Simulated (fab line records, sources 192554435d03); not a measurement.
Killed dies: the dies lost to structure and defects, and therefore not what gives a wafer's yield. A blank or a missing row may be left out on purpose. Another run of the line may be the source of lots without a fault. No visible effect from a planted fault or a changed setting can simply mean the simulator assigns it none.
What tool caused it? :: flow n5-finfet :: Sampling: 7 lots, 21 wafers, 3 of 1938 route steps

== WHAT EACH GAUGE READ, for each wafer ==
N5_BEOL_M7_OVL_MEAS_12.
lot: L273
measured: day 9 17:12
on: overlay-01
M7_OVL (nm): -0.5 -0.8 -1.2

lot: L275
measured: day 10 07:37
on: overlay-02
M7_OVL (nm): -0.1 -0.2 -0.6

lot: L276
measured: day 11 08:33
on: overlay-02
M7_OVL (nm): 0.5 -0.2 0.3

lot: L281
measured: day 12 15:27
on: overlay-02
M7_OVL (nm): 0.5 0.1 0.2

lot: L286
measured: day 12 23:49
on: overlay-02
M7_OVL (nm): - - -

lot: L289
measured: day 14 04:34
on: overlay-02
M7_OVL (nm): -1.2 0.4 -0.3

lot: L292
measured: day 15 07:53
on: overlay-02
M7_OVL (nm): -0.2 -0.6 -0.8

== TOOL THAT RAN EACH LOT (tool first, then ch and the chambers of the sampled wafers, then the start) ==
lot: L273
N5_BEOL_M6_SPUTTER_48: pvd-sputter-03, day 9 13:22
N5_BEOL_M7_DEVELOP_10: litho-track-05 ch 0, day 9 17:07

lot: L275
N5_BEOL_M6_SPUTTER_48: pvd-sputter-03, day 10 04:38
N5_BEOL_M7_DEVELOP_10: litho-track-01 ch 0, day 10 07:32

lot: L276
N5_BEOL_M6_SPUTTER_48: pvd-sputter-01, day 11 05:05
N5_BEOL_M7_DEVELOP_10: litho-track-03 ch 0, day 11 08:28

lot: L281
N5_BEOL_M6_SPUTTER_48: pvd-sputter-03, day 12 11:57
N5_BEOL_M7_DEVELOP_10: litho-track-03 ch 0, day 12 15:22

lot: L286
N5_BEOL_M6_SPUTTER_48: pvd-sputter-03, day 12 19:31
N5_BEOL_M7_DEVELOP_10: litho-track-05, day 12 23:44

lot: L289
N5_BEOL_M6_SPUTTER_48: pvd-sputter-01, day 13 21:41
N5_BEOL_M7_DEVELOP_10: litho-track-03 ch 0, day 14 04:29

lot: L292
N5_BEOL_M6_SPUTTER_48: pvd-sputter-03, day 15 04:28
N5_BEOL_M7_DEVELOP_10: litho-track-01 ch 0, day 15 07:47
- N5_BEOL_M6_SPUTTER_48: material Cu, target thk 10 nm, time 1.667 s.
- N5_BEOL_M7_DEVELOP_10: develop time 30 s.

== THE ANSWER, worked out from the rows above alone ==
Rule: what is usual is taken from the lots themselves. The widest of any qualifying gaps counts: lots, ordered by their means at a reading, are off when they make up no more than a third of the lots, leave a main group of 4 or more, and stand apart from it by 3 or more times the standard deviation of that group's means. A main group is skipped when, at the precision printed for the reading in the tables above, its means are all equal. A lot without any number at a reading at which 4 lots or more have one is off too. Any other lot the step has rows for is counted as sound.
Off: at N5_BEOL_M7_OVL_MEAS_12 (M7_OVL), L286. Without a number there: L286. The main group has a mean of -0.3 nm with a standard deviation of 0.39.
If a tool, at a process step before that reading, ran all the lots that are off and no sound lot after the first of them, it fits. Gauges at N5_BEOL_M7_OVL_MEAS_12: tried the same way as those tools. One fits: litho-track-05 at N5_BEOL_M7_DEVELOP_10. Its last sound lot is L273 (day 9 17:07), its first lot that is off L286 (day 12 23:44): a fault that began between those two fits.

== WHAT THE SIMULATOR PUT IN ==
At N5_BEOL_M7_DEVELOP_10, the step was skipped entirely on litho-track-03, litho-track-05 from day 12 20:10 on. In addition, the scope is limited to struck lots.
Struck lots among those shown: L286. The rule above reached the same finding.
